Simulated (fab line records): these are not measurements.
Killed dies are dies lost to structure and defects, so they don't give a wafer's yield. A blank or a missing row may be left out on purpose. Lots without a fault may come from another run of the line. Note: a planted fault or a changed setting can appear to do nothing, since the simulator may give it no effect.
Struck lot and sound lot, side by side -- flow nand harc -- 14 out of 1302 route steps
Sound: these wafers, L519.1, L519.2, L519.4. Wafers L509.3, L509.4, L509.5 were the ones struck. The cause is named last.
Each step with rows lists, per side, the tool, then ch with its chambers, then its first start. Under that, the readings that differ: sound wafers -- struck wafers -- difference of the means -- sigmas: that difference in standard deviations of wafers without a fault.
alike: words and numbers the same on both sides, and readings whose means are apart by under 2 such deviations; not compared: readings that were withheld, readings missing a value for some wafer, numbers with overlapping values and no deviation given by the record, and bounds like >300 which may hide the same value.
The two part at a step that has a row with sigmas, a row that says differs or no value, or rows on one side only. Non-overlapping numbers with no deviation appear without sigmas and do not part them. Lack of a reading on every wafer of one side parts them only where that side has two or more wafers.

first, 4 steps without rows for these wafers: NHARC_P_CONTACT_EBR_08; NHARC_P_CONTACT_EXPOSE_09 (exposes mask P CA, target cd 90 nm); NHARC_P_CONTACT_PEB_10 (peb time 65 s); NHARC_P_CONTACT_DEVELOP_11 (develop time 35 s).
NHARC_P_CONTACT_CD_MEAS_12: target cd 90 nm.
  sound on cd sem-03 ch 0, day 14 08:07; struck on cd sem-02 ch 0, day 10 09:40
  alike: cd nm
NHARC_P_CONTACT_OVL_MEAS_13:
  sound: overlay-01 at day 14 08:13; struck: overlay-02 at day 10 09:45
  alike: overlay x nm, overlay y nm
NHARC_P_CONTACT_INSPECT_14:
  sound: defect inspect-01 at day 14 08:15; struck: defect inspect-01 at day 10 09:47
  alike: raw defect count
NHARC_P_CONTACT_DESCUM_17: chemistry O2, time 3 s.
  sound on rie diel-09 ch 0,1,2, day 14 08:19; struck on rie diel-05 ch 0,2, day 10 09:51
  alike: drypump motor current A, oes product au, rf vpp V, showerhead plenum p Torr, throttle valve pct
  not compared: rf hours counter h
NHARC_P_CONTACT_ETCH_35: etches the open film in CF4, target depth 39 nm, time 65 s.
  sound on rie diel-05 ch 0,1,2, day 14 08:24; struck on rie diel-05 ch 0,1,2, day 10 09:56
  alike: bias w, cf4 flow sccm, drypump motor current A, oes product au, rf vpp V, showerhead plenum p Torr, throttle valve pct
  not compared: rf hours counter h
NHARC_P_CONTACT_ETCH_36: etches the open film in N2/H2, target depth 260 nm, time 406.25 s.
  sound on rie diel-07 ch 0,1,3, day 14 08:31; struck on rie diel-05 ch 1,3
  alike: bias w, chamber pressure mTorr, drypump motor current A, oes product au, rf vpp V, showerhead plenum p Torr, throttle valve pct
  not compared: rf hours counter h
NHARC_P_CONTACT_ETCH_18: etches the open film in C4F8/O2/Ar, target depth 481 nm, time 240.5 s.
  sound on rie diel-05 ch 1,2,3, day 14 08:52; struck on rie diel-05 ch 2,3
  alike: bias w, chamber pressure mTorr, oes product au, rf vpp V
  not compared: rf hours counter h
then, 1 step without rows for these wafers: NHARC_P_CONTACT_STRIP_37 (strips in C4F8/O2/Ar).
NHARC_P_CONTACT_ETCH_31: etches the open film in CH3F/O2, target depth 30 nm, time 85.7 s.
  sound on rie diel-07 ch 0,2,3, day 14 09:10; struck on rie diel-05 ch 0,2,3, day 10 10:36
  no value came back on the struck wafers for any of 8 readings (bias w (W), ch3f flow sccm (sccm) and others); on the sound wafers bias w (W) reads 100.0 100.3 100.1
NHARC_P_CONTACT_CD_MEAS_19:
  sound: cd sem-02 at day 14 09:17; struck: cd sem-01 at day 10 10:43
  alike: cd nm

== WHERE THEY PART ==
NHARC_P_CONTACT_ETCH_31 only, going by this record. Later steps at which nothing parts them and some readings are alike: NHARC_P_CONTACT_CD_MEAS_19.

WHY: the cause the simulator had injected
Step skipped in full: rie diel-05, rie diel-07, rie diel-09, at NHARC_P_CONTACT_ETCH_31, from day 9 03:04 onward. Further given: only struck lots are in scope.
